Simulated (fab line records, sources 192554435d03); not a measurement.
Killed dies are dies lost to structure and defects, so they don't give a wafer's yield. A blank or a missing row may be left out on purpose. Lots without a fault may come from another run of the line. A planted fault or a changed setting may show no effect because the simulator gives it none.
fab line records | flow n5_finfet
record lots=11 wafers=30 last_day=17
route steps=1938 shown BEOL_M13@1710 BEOL_M14@1728
lots that met no fault: from a run of the same line without faults
start_h: hours from the record's first day to the start of the lot's first wafer shown | wait_h: hours since the lot's step before | " the same as in the row above | L1.1+2: a row that stands for several wafers | - no value, or no start given | * or withheld: withheld | < > ~ a bound
route shown NAME@n: a module of which the file shows steps, and the number in the route of the first | usual: mean/standard deviation of fault-free wafers | same: alike in all rows | chamber/n: place in a boat | sites: the reading at each site | _std_site: their standard deviation | _edge_site: outer sites' mean less inner sites' | radius_mm: how far each site lies from the wafer's centre | mask NAME#n: copy n | behind: the tool/chamber that last shaped the wafer | hold: why the lot was held/for how many hours/how that ended | device: the transistor (n, p or np) that didn't switch | end of line: the same wafers' tests at the end of the route | a step without rows: its recipe alone | killed: dies lost to structure and defects at the first sort, not the wafer's yield | map: a wafer's dies, x killed, . not, _ none there
set.NAME: the setting as run; set.NAME@STEP: as run at that earlier step | model.NAME: the simulator's own value behind a step, which no gauge read
steps of the route over a sample of lots; a table a step, a row a wafer
services: from which hour (start_h, from the record's first day; less than 0 if before it) a tool's chamber was out of use, for how many hours, and why
## steps
# step N5_BEOL_M13_CMP_49
# recipe stop_on=SiOC t_overpolish_s=17.1 down_force_psi=1 platen_rpm=50 clearing_platen_down_force_psi=1.5 clearing_platen_rpm=50 post_cmp_clean=cu_alkaline target_thk_nm=420 clearing_platen_pad_velocity_m_s=0.99484 pad_velocity_m_s=0.99484
# usual barrier_field_endpoint_s=30.1/0.66 clearing_platen_rpm=49.997/0.028 motor_current_A=5.9/0.82 overpolish_run_s=17.101/0.0087
# same t_overpolish_s=17.1
# columns lot.wafer tool chamber start_h wait_h barrier_field_endpoint_s clearing_platen_rpm motor_current_A overpolish_run_s
L888.1 cmp-01 0 258.07 0.3 30.6 49.985 7.3 17.088
L888.6 " 0 " " 31.0 50.013 7.1 17.114
L888.5 " 1 " " 30.2 49.911 5.0 17.111
L886.4 cmp-01 2 259.02 0.1 29.9 49.981 6.5 17.100
L886.1 " 3 " " 29.7 49.941 5.2 17.100
L886.2 " 1 " " 29.9 49.988 4.8 17.106
L891.2 cmp-01 2 282.37 0.2 30.3 50.012 6.5 17.120
L891.5 " 1 " " 31.2 50.003 4.9 17.093
L891.6 " 2 " " 29.9 49.976 6.6 17.093
L892.2 cmp-01 1 284.90 0.2 29.4 49.970 5.3 17.090
L892.1 " 0 " " 29.8 50.016 7.3 17.098
L893.2 cmp-03 0 287.23 0.2 31.7 49.973 5.3 17.101
L893.5 " 3 " " 31.8 49.946 6.2 17.105
L894.1 cmp-01 0 298.18 0.3 29.8 49.984 7.3 17.106
L894.5 " 3 " " 29.3 49.990 5.1 17.105
L898.3 cmp-01 1 316.49 0.2 30.3 50.015 4.9 17.103
L898.5 " 3 " " 29.0 50.005 5.3 17.089
L898.6 " 0 " " 29.7 49.994 7.4 17.102
L902.1 cmp-01 0 350.69 0.3 31.0 49.980 7.2 17.104
L902.5 " 0 " " 30.3 49.998 7.2 17.089
L902.6 " 1 " " 30.5 49.969 5.0 17.106
L903.1 cmp-01 3 356.01 0.3 29.4 50.047 5.0 17.101
L903.3 " 0 " " 30.9 49.978 7.2 17.100
L903.2 " 1 " " 30.9 50.046 4.8 17.086
L907.4 cmp-04 2 371.37 0.2 29.4 49.970 6.9 17.104
L907.2 " 3 " " 29.7 49.998 5.9 17.094
L907.6 " 2 " " 29.7 50.001 7.0 17.095
L906.4 cmp-03 1 384.71 0.1 29.9 50.060 5.5 17.099
L906.1 " 0 " " 30.2 49.986 5.5 17.114
L906.6 " 1 " " 29.3 49.973 5.2 17.107
# step N5_BEOL_M13_INSPECT_55
# recipe inspect_instrument=darkfield mode=post_dep
# usual raw_defect_count=64/22
# columns lot.wafer tool chamber start_h wait_h raw_defect_count
L888.1 defect_inspect-02 - 258.52 0.0 97
L888.5 " - " " 98
L888.6 " - " " 98
L886.1 defect_inspect-02 - 259.47 0.0 64
L886.2 " - " " 62
L886.4 " - " " 38
L891.2 defect_inspect-02 - 282.78 0.0 48
L891.5 " - " " 39
L891.6 " - " " 54
L892.1 defect_inspect-02 - 285.35 0.0 71
L892.2 " - " " 57
L893.2 defect_inspect-01 - 287.64 0.0 50
L893.5 " - " " 57
L894.1 defect_inspect-01 - 298.59 0.0 46
L894.5 " - " " 66
L898.3 defect_inspect-02 - 316.87 0.0 39
L898.5 " - " " 17
L898.6 " - " " 50
L902.1 defect_inspect-02 - 351.14 0.0 74
L902.5 " - " " 46
L902.6 " - " " 47
L903.1 defect_inspect-02 - 356.46 0.0 75
L903.2 " - " " 105
L903.3 " - " " 67
L907.2 defect_inspect-01 - 371.78 0.0 72
L907.4 " - " " 60
L907.6 " - " " 74
L906.1 defect_inspect-01 - 385.16 0.0 31
L906.4 " - " " 35
L906.6 " - " " 58
# step N5_BEOL_M14_INSPECT_12
# recipe mode=adi inspect_instrument=macro
# usual raw_defect_count=2.1/1.5
# columns lot.wafer tool chamber start_h wait_h raw_defect_count
L888.1 defect_inspect-02 - 259.24 0.0 3
L888.5 " - " " 2
L888.6 " - " " 2
L886.1 defect_inspect-01 - 260.18 0.0 2
L886.2 " - " " 0
L886.4 " - " " 0
L891.2 defect_inspect-02 - 283.37 0.0 2
L891.5 " - " " 3
L891.6 " - " " 2
L892.1 defect_inspect-01 - 285.94 0.0 1
L892.2 " - " " 4
L893.2 defect_inspect-01 - 288.23 0.0 4
L893.5 " - " " 2
L894.1 defect_inspect-02 - 299.18 0.0 2
L894.5 " - " " 2
L898.3 defect_inspect-02 - 317.45 0.0 3
L898.5 " - " " 5
L898.6 " - " " 2
L902.1 defect_inspect-01 - 351.93 0.0 1
L902.5 " - " " 1
L902.6 " - " " 0
L903.1 defect_inspect-02 - 357.17 0.0 4
L903.2 " - " " 1
L903.3 " - " " 4
L907.2 defect_inspect-02 - 372.49 0.0 1
L907.4 " - " " 2
L907.6 " - " " 2
L906.1 defect_inspect-02 - 385.74 0.0 3
L906.4 " - " " 2
L906.6 " - " " 1
# step N5_BEOL_M14_ETCH_59
# recipe chemistry=N2/H2 target=BARC target_depth_a=890 overetch_a=267 time_s=67.9 ion_energy_ev=200 pressure_mtorr=30 source_w=840 bias_w=150 n2_flow_sccm=200 h2_flow_sccm=200
# usual drypump_motor_current_A=5.6/0.53 h2_flow_sccm=200.0/0.58 oes_product_au=0.69/0.069 rf_vpp_V=523.8/2.3 showerhead_plenum_p_Torr=2.54/0.077 throttle_valve_pct=17.85/0.19
# columns lot.wafer tool chamber start_h wait_h drypump_motor_current_A h2_flow_sccm oes_product_au rf_hours_counter_h rf_vpp_V showerhead_plenum_p_Torr throttle_valve_pct
L888.1 rie_diel-01 0 259.30 0.0 5.4 199.4 0.74 38 525.6 2.60 18.11
L888.5 " 0 " " 5.4 200.4 0.75 - 524.8 2.60 18.11
L888.6 " 1 " " 4.9 200.2 0.73 - 522.7 2.48 17.62
L886.1 rie_diel-01 2 260.57 0.0 5.5 200.8 0.59 206 523.6 2.52 17.81
L886.2 " 1 " " 4.9 199.9 0.74 52 521.2 2.48 17.62
L886.4 " 3 " " 5.8 199.7 0.73 61 524.9 2.59 17.77
L891.2 rie_diel-01 1 283.44 0.0 4.8 200.3 0.73 61 521.9 2.47 17.63
L891.5 " 2 " " 5.5 199.7 0.60 - 524.2 2.51 17.84
L891.6 " 1 " " 4.8 200.3 0.72 - 521.3 2.47 17.63
L892.1 rie_diel-01 0 286.01 0.0 5.4 198.7 0.66 48 525.4 2.60 18.11
L892.2 " 1 " " 4.9 198.9 0.65 62 523.0 2.47 17.61
L893.2 rie_diel-01 3 288.31 0.0 5.8 200.2 0.64 71 523.6 2.58 17.78
L893.5 " 1 " " 4.8 200.3 0.72 - 521.2 2.47 17.64
L894.1 rie_diel-01 3 299.42 0.0 5.8 199.7 0.65 74 525.1 2.58 17.78
L894.5 " 1 " " 4.9 200.8 0.72 - 520.9 2.47 17.65
L898.3 rie_diel-06 3 317.52 0.0 6.8 199.9 0.59 225 525.5 2.62 17.96
L898.5 " 1 " " 5.3 200.0 0.80 - 523.1 2.50 17.51
L898.6 " 2 " " 5.4 200.3 0.73 - 522.7 2.48 17.73
L902.1 rie_diel-06 1 352.00 0.0 5.3 199.9 0.77 14 521.3 2.49 17.53
L902.5 " 2 " " 5.4 201.3 0.72 - 520.9 2.47 17.74
L902.6 " 3 " " 6.8 199.2 0.60 - 527.7 2.61 17.99
L903.1 rie_diel-04 0 357.24 0.0 5.6 200.5 0.73 49 521.1 2.49 18.01
L903.2 " 1 " " 5.6 199.8 0.77 21 523.2 2.49 17.68
L903.3 " 3 " " 5.7 199.6 0.83 2 528.9 2.71 17.33
L907.2 rie_diel-04 1 372.57 0.0 5.6 200.5 0.77 27 521.5 2.49 17.67
L907.4 " 1 " " 5.6 199.9 0.76 - 522.2 2.49 17.69
L907.6 " 2 " " 6.6 199.2 0.71 - 527.0 2.69 18.00
L906.1 rie_diel-01 1 386.37 0.0 4.9 199.7 0.68 97 522.6 2.46 17.69
L906.4 " 3 " " 5.8 200.3 0.69 - 524.7 2.57 17.85
L906.6 " 0 " " 5.4 200.8 0.70 - 524.0 2.58 18.16
# step N5_BEOL_M14_CD_MEAS_17
# recipe target_cd_nm=250 polarity=opening
# usual cd_nm=251.1/1.4
# columns lot.wafer tool chamber start_h wait_h cd_nm
L888.1 cd_sem-03 - 259.70 0.0 251.3
L888.5 " - " " 249.9
L888.6 " - " " 250.0
L886.1 cd_sem-03 - 260.97 0.0 248.6
L886.2 " - " " 249.8
L886.4 " - " " 250.2
L891.2 cd_sem-01 - 283.85 0.0 252.2
L891.5 " - " " 255.2
L891.6 " - " " 252.6
L892.1 cd_sem-03 - 286.41 0.0 245.2
L892.2 " - " " 244.3
L893.2 cd_sem-02 - 288.71 0.0 246.6
L893.5 " - " " 249.1
L894.1 cd_sem-03 - 299.82 0.0 245.3
L894.5 " - " " 250.8
L898.3 cd_sem-03 - 317.93 0.0 252.4
L898.5 " - " " 253.9
L898.6 " - " " 252.6
L902.1 cd_sem-01 - 352.40 0.0 250.1
L902.5 " - " " 251.9
L902.6 " - " " 249.9
L903.1 cd_sem-02 - 357.64 0.0 247.1
L903.2 " - " " 249.2
L903.3 " - " " 250.5
L907.2 cd_sem-02 - 372.97 0.0 252.1
L907.4 " - " " 250.2
L907.6 " - " " 248.2
L906.1 cd_sem-01 - 386.77 0.0 250.9
L906.4 " - " " 252.3
L906.6 " - " " 251.3
## services
# columns tool chamber start_h hours kind
rie_diel-06 1 242.35 55.8 repair
cmp-04 - 257.09 2.7 pm
rie_diel-04 0 265.68 8.2 repair
rie_diel-06 2 272.24 7.4 repair
rie_diel-04 1 282.28 - clean
rie_diel-04 1 282.28 - consumable_replace:focus_ring
rie_diel-04 1 282.28 15.7 scheduled_down
rie_diel-04 1 282.28 15.7 vent_cycle
cmp-03 - 288.14 4.0 pm
cmp-01 - 292.42 2.4 repair
rie_diel-06 1 298.26 - clean
rie_diel-06 1 298.26 - consumable_replace:focus_ring
rie_diel-06 1 298.26 15.7 scheduled_down
rie_diel-06 1 298.26 15.7 vent_cycle
rie_diel-04 2 302.97 9.8 repair
cmp-04 - 310.86 17.0 pm
cmp-04 - 331.06 4.0 pm
cmp-04 - 335.59 0.7 repair
rie_diel-04 3 365.39 33.5 repair
rie_diel-01 3 375.61 9.6 repair
rie_diel-01 2 385.28 - clean
rie_diel-01 2 385.28 - consumable_replace:focus_ring
rie_diel-01 2 385.28 18.3 scheduled_down
rie_diel-01 2 385.28 18.3 vent_cycle
## key
first_sign step=N5_BEOL_M14_CD_MEAS_17 reading=cd_nm direction=down sigmas=4.1 usual=251.1 struck=245.3
effect none on later readings
met_at N5_BEOL_M14_ETCH_59
struck_lots L892,L893,L894
struck_wafers L892.1,L892.2,L893.2,L894.1
not_acting_at N5_BEOL_M13_CMP_49,N5_BEOL_M13_INSPECT_55,N5_BEOL_M14_INSPECT_12
onset_between 283.44 286.01
fault kind=process_parameter_drift tool=rie_diel-01 chamber=- onset_h=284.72 steps=N5_BEOL_M14_ETCH_59 channel=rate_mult offset=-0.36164 shape=step end_h=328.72 scope=struck_wafers_only
